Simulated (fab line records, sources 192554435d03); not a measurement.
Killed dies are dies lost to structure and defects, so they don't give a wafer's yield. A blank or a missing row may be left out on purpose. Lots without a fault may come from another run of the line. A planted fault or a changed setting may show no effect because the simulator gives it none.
fab line records | flow n5_finfet
record lots=4 wafers=12 last_day=18
route steps=1938 shown GATE_CUT@506 MOL_CONTACT_COAG@517 BEOL_M4@1111
lots that met no fault: from a run of the same line without faults
start_h: hours from the record's first day to the start of the lot's first wafer shown | wait_h: hours since the lot's step before | " the same as in the row above | L1.1+2: a row that stands for several wafers | - no value, or no start given | * or withheld: withheld | < > ~ a bound
route shown NAME@n: a module of which the file shows steps, and the number in the route of the first | usual: mean/standard deviation of fault-free wafers | same: alike in all rows | chamber/n: place in a boat | sites: the reading at each site | _std_site: their standard deviation | _edge_site: outer sites' mean less inner sites' | radius_mm: how far each site lies from the wafer's centre | mask NAME#n: copy n | behind: the tool/chamber that last shaped the wafer | hold: why the lot was held/for how many hours/how that ended | device: the transistor (n, p or np) that didn't switch | end of line: the same wafers' tests at the end of the route | a step without rows: its recipe alone | killed: dies lost to structure and defects at the first sort, not the wafer's yield | map: a wafer's dies, x killed, . not, _ none there
set.NAME: the setting as run; set.NAME@STEP: as run at that earlier step | model.NAME: the simulator's own value behind a step, which no gauge read
lots at some steps of the route; a table a step, a row a wafer
services: from which hour (start_h, from the record's first day; less than 0 if before it) a tool's chamber was out of use, for how many hours, and why
## steps
# step N5_GATE_CUT_VAPOR_ETCH_51
# recipe chemistry=BCl3/Cl2 target=HfO2 mode=isotropic
# step N5_GATE_CUT_STRIP_21
# recipe chemistry=N2/H2 time_s=30 power_w=1000 temp_c=250 pressure_mtorr=withheld n2_flow_sccm=1750 h2_flow_sccm=3250
# step N5_GATE_CUT_STRIP_29
# recipe chemistry=post_etch_residue_remover time_s=60 temp_c=25 remover_ph=withheld remover_water_wt_pct=withheld remover_fluoride_wt_pct=withheld
# step N5_GATE_CUT_SRD_52
# recipe dry=ipa_marangoni time_s=30 temp_c=23 rinse_liquid=diw
# step N5_GATE_CUT_ALD_22
# recipe material=SiNx target_thk_a=160 temp_c=400 ald_precursor_family=SiH2I2 ald_co_reactant=N2/H2-plasma pulse_time_s=1 ald_cycles=320 purge_time_s=2 co_reactant_purge_time_s=2 pressure_torr=2
# step N5_GATE_CUT_CMP_23
# recipe stop_on=SiO2 t_overpolish_s=23.4 post_cmp_clean=alkaline_brush down_force_psi=2.5 platen_rpm=51.8 pad_velocity_m_s=1.0307 target_thk_nm=16
# step N5_GATE_CUT_CMP_43
# recipe material=SiO2 post_cmp_clean=rinse_only
# step N5_GATE_CUT_CMP_61
# recipe stop_on=SiNx t_overpolish_s=3 post_cmp_clean=alkaline_brush down_force_psi=4 platen_rpm=27.09 pad_velocity_m_s=0.539
# step N5_MOL_CONTACT_COAG_COAT_103
# recipe resist=SOC temp_c=250 time_s=60 spin_rpm=1500 resist_thk_nm=80
# step N5_MOL_CONTACT_COAG_COAT_104
# recipe resist=SiARC temp_c=220 time_s=60 spin_rpm=1500 resist_thk_nm=12
# usual exhaust_pa=44.9/0.89 spin_speed_rpm=1500.2/0.98
# columns lot.wafer tool chamber start_h wait_h exhaust_pa spin_speed_rpm model.SiARC_of_MOL_CONTACT_COAG_COAT_104.thk_nm
L346.2 litho_track-03 0 106.04 - 43.9 1500.4 12
L346.4 " 0 " " 43.4 1498.1 12
L346.5 " 0 " " 43.5 1501.0 12
L362.1 litho_track-03 0 197.64 - 46.4 1588.2 11.6
L362.3 " 0 " " 45.2 1589.8 11.6
L362.4 " 0 " " 45.5 1588.7 11.6
L363.1 litho_track-03 0 203.72 - 46.4 1590.7 11.6
L363.2 " 0 " " 46.8 1589.5 11.6
L363.6 " 0 " " 46.2 1590.1 11.6
L366.4 litho_track-05 0 228.94 - 45.5 1501.4 12
L366.5 " 0 " " 46.7 1499.6 12
L366.6 " 0 " " 45.2 1500.0 12
# step N5_MOL_CONTACT_COAG_COAT_58
# recipe resist=underlayer temp_c=205 time_s=60 spin_rpm=1500 resist_thk_nm=10
# step N5_MOL_CONTACT_COAG_COAT_02
# recipe resist=CAR-EUV spin_rpm=1500 resist_thk_nm=30
# step N5_MOL_CONTACT_COAG_EBR_04
# recipe solvent=PGMEA ebr_width_mm=1.5
# step N5_MOL_CONTACT_COAG_SOFTBAKE_03
# recipe temp_c=110 time_s=60 resist=CAR-EUV
# step N5_MOL_CONTACT_COAG_EXPOSE_05
# recipe mask_id=CA na=0.33 source_shape=annular sigma_inner=0.4 sigma_outer=0.8 polarization=unpolarized defocus_nm=0 dose_mj=38.25
# step N5_MOL_CONTACT_COAG_PEB_06
# recipe peb_temp_c=100 peb_time_s=60 resist=CAR-EUV
# step N5_MOL_CONTACT_COAG_DEVELOP_07
# recipe develop_time_s=30 developer=TMAH resist=CAR-EUV rinse_liquid=surfactant_rinse dry=air_spin dev_temp_c=23
# step N5_MOL_CONTACT_COAG_DESCUM_13
# recipe chemistry=O2 time_s=7 source_power_w=50 bias_power_w=20 pressure_mtorr=20 rf_frequency_hz=2.712e+07 temp_c=40 resist=CAR-EUV o2_flow_sccm=225
# step N5_MOL_CONTACT_COAG_ETCH_59
# recipe chemistry=N2/H2 target=underlayer target_depth_a=130 mask_material=CAR-EUV time_s=10.4 ion_energy_ev=200 pressure_mtorr=30 source_w=840 bias_w=150 n2_flow_sccm=200 h2_flow_sccm=200 ends=cleared
# step N5_MOL_CONTACT_COAG_ETCH_105
# recipe chemistry=CF4 target=SiARC target_depth_a=156 mask_material=CAR-EUV time_s=26 ion_energy_ev=80 pressure_mtorr=40 source_w=545 bias_w=36 Ar_flow_sccm=100 cf4_flow_sccm=100 ends=cleared
# usual drypump_motor_current_A=5.7/0.34 etch_rf_on_time_s=25.3/0.76 mfc_ar_sccm=100.02/0.28 oes_product_au=0.69/0.081 rf_vpp_V=184.3/1.1 showerhead_plenum_p_Torr=2.15/0.071 throttle_valve_pct=15.68/0.23
# columns lot.wafer tool chamber start_h wait_h drypump_motor_current_A etch_rf_on_time_s mfc_ar_sccm oes_product_au rf_hours_counter_h rf_vpp_V showerhead_plenum_p_Torr throttle_valve_pct model.etch.depth_nm model.CAR-EUV_of_MOL_CONTACT_COAG_COAT_02.thk_nm
L346.2 rie_diel-03 2 107.40 0.0 5.7 25.9 99.84 0.65 146 183.1 2.07 15.60 12.04 5.4
L346.4 " 1 " " 5.4 25.1 99.89 0.63 186 182.5 2.05 15.84 12.04 5.4
L346.5 " 3 " " 5.6 24.2 100.12 0.78 - 185.3 2.19 15.42 12.04 5.2
L362.1 rie_diel-03 2 198.20 0.0 5.7 24.9 100.31 0.64 175 184.2 2.06 15.66 11.66 5.8
L362.3 " 0 " " 5.5 24.5 99.46 0.60 203 184.9 2.20 16.04 11.62 5.8
L362.4 " 3 " " 5.6 23.4 100.14 0.73 72 184.8 2.17 15.48 11.64 5.8
L363.1 rie_diel-01 3 204.29 0.0 5.1 25.0 100.26 0.80 11 185.2 2.26 15.30 11.68 5.4
L363.2 " 2 " " 6.2 24.3 99.55 0.80 27 184.6 2.19 15.57 11.64 5.6
L363.6 " 3 " " 5.1 25.2 100.45 0.80 - 185.3 2.26 15.30 11.68 5.4
L366.4 rie_diel-03 1 229.38 0.0 5.4 25.3 100.23 0.60 233 182.7 2.04 15.95 12.04 5.4
L366.5 " 0 " " 5.6 25.5 99.89 0.60 - 183.8 2.20 16.05 12.08 5.4
L366.6 " 3 " " 5.6 24.6 100.02 0.71 - 185.5 2.17 15.51 12.05 5.4
# step N5_MOL_CONTACT_COAG_ETCH_106
# recipe chemistry=N2/H2 target=SOC target_depth_a=800 overetch_a=160 mask_material=SiARC temp_c=40 time_s=120 ion_energy_ev=200 pressure_mtorr=30 source_w=840 bias_w=150 n2_flow_sccm=200 h2_flow_sccm=200
# usual drypump_motor_current_A=5.7/0.34 h2_flow_sccm=200.0/0.57 oes_product_au=0.71/0.079 rf_vpp_V=524.3/2.7 showerhead_plenum_p_Torr=2.54/0.093 throttle_valve_pct=17.83/0.25
# columns lot.wafer tool chamber start_h wait_h drypump_motor_current_A h2_flow_sccm oes_product_au rf_hours_counter_h rf_vpp_V showerhead_plenum_p_Torr throttle_valve_pct model.SiARC_of_MOL_CONTACT_COAG_COAT_104.thk_nm
L346.2 rie_diel-03 2 107.43 0.0 5.8 200.2 0.68 147 520.0 2.45 17.88 6.6
L346.4 " 1 " " 5.4 198.8 0.65 186 521.6 2.39 17.80 6.2
L346.5 " 3 " " 5.6 200.9 0.79 - 524.7 2.59 17.60 6
L362.1 rie_diel-03 2 198.23 0.0 5.7 200.2 0.66 175 520.8 2.44 17.90 6
L362.3 " 0 " " 5.5 199.6 0.62 203 525.7 2.61 18.22 5.6
L362.4 " 3 " " 5.7 200.8 0.73 72 525.4 2.57 17.68 5.6
L363.1 rie_diel-01 3 204.32 0.0 5.1 199.9 0.84 11 527.0 2.70 17.54 6.2
L363.2 " 2 " " 6.2 199.5 0.82 27 525.9 2.58 17.67 5.6
L363.6 " 3 " " 5.1 199.7 0.84 - 530.1 2.70 17.54 6
L366.4 rie_diel-03 1 229.41 0.0 5.4 199.5 0.62 233 518.1 2.37 17.89 6.2
L366.5 " 0 " " 5.5 200.9 0.62 - 526.6 2.61 18.23 6.2
L366.6 " 3 " " 5.6 200.1 0.73 - 525.6 2.57 17.67 6
# step N5_MOL_CONTACT_COAG_STRIP_107
# recipe chemistry=N2/H2 temp_c=40 n2_flow_sccm=200 h2_flow_sccm=200 rf_frequency_hz=6e+07
# step N5_BEOL_M4_RC_MEAS_101
# usual DIBL_N=35.4/2.1 DIBL_P=34.8/2.6 IOFF_N=0.15/0.037 IOFF_P=0.19/0.037 ION_N=677/16 ION_P=462/9.3 SS_N=71.4/0.75 SS_P=72.9/0.77 VT_N=250/3.7 VT_P=-251/3.5
# columns lot.wafer tool chamber start_h wait_h DIBL_N[mV/V] DIBL_P[mV/V] IOFF_N[nA/um] IOFF_P[nA/um] ION_N[uA/um] ION_P[uA/um] SS_N[mV/dec] SS_P[mV/dec] VT_N[mV] VT_P[mV]
L346.2 prober-01 0 198.12 0.2 36.1 34.5 0.15 0.15 680 452 72.3 72.6 248 -255
L346.4 " 0 " " 35.3 34.0 0.13 0.15 668 451 71.5 72.6 251 -257
L346.5 " 0 " " 36.5 35.2 0.15 0.17 685 459 71.9 73.0 249 -250
L362.1 prober-01 0 283.59 0.0 34.0 34.2 0.12 0.17 681 463 71.2 73.4 255 -253
L362.3 " 0 " " 36.5 36.7 0.16 0.20 682 459 70.8 73.9 249 -251
L362.4 " 0 " " 32.3 32.6 0.11 0.16 661 461 70.5 72.2 256 -252
L363.1 prober-01 0 286.34 0.0 35.6 35.4 0.15 0.19 678 460 72.1 72.7 250 -251
L363.2 " 0 " " 34.9 35.1 0.15 0.18 677 463 71.4 72.9 250 -250
L363.6 " 0 " " 34.7 34.9 0.14 0.19 680 466 71.5 73.0 248 -251
L366.4 prober-01 0 327.77 0.5 34.0 33.9 0.13 0.20 675 474 70.4 71.8 249 -246
L366.5 " 0 " " 33.2 32.4 0.12 0.19 665 467 70.2 71.5 251 -248
L366.6 " 0 " " 35.3 34.1 0.14 0.19 678 465 72.1 72.5 252 -249
## services
# columns tool chamber start_h hours kind
rie_diel-01 - 87.14 1.0 repair
rie_diel-01 2 134.57 - clean
rie_diel-01 2 134.57 - consumable_replace:esc
rie_diel-01 2 134.57 - consumable_replace:focus_ring
rie_diel-01 2 134.57 18.7 scheduled_down
rie_diel-01 2 134.57 18.7 vent_cycle
rie_diel-01 - 141.22 1.0 repair
rie_diel-03 3 149.91 2.5 repair
rie_diel-01 3 153.44 - clean
rie_diel-01 3 153.44 - consumable_replace:focus_ring
rie_diel-01 3 153.44 - consumable_replace:showerhead
rie_diel-01 3 153.44 27.5 scheduled_down
rie_diel-01 3 153.44 27.5 vent_cycle
litho_track-03 - 179.30 - consumable_replace:filter
## key
first_sign step=N5_MOL_CONTACT_COAG_COAT_104 reading=spin_speed_rpm direction=up sigmas=91 usual=* struck=*
effect none on later readings
model_effect step=N5_MOL_CONTACT_COAG_COAT_104 value=SiARC_of_MOL_CONTACT_COAG_COAT_104.thk_nm without=12 struck=11.6
model_effect step=N5_MOL_CONTACT_COAG_ETCH_105 value=etch.depth_nm without=12 struck=11.65
model_effect step=N5_MOL_CONTACT_COAG_ETCH_106 value=SiARC_of_MOL_CONTACT_COAG_COAT_104.thk_nm without=6.2 struck=5.833
met_at N5_MOL_CONTACT_COAG_COAT_104
struck_wafers L362.1,L362.3,L362.4,L363.1,L363.2,L363.6
onset_between 106.04 197.64
fault kind=process_parameter_drift tool=litho_track-03 chamber=- onset_h=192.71 steps=N5_MOL_CONTACT_COAG_COAT_104 channel=spin_rpm offset=* shape=step end_h=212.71 acts_in=* stated=*
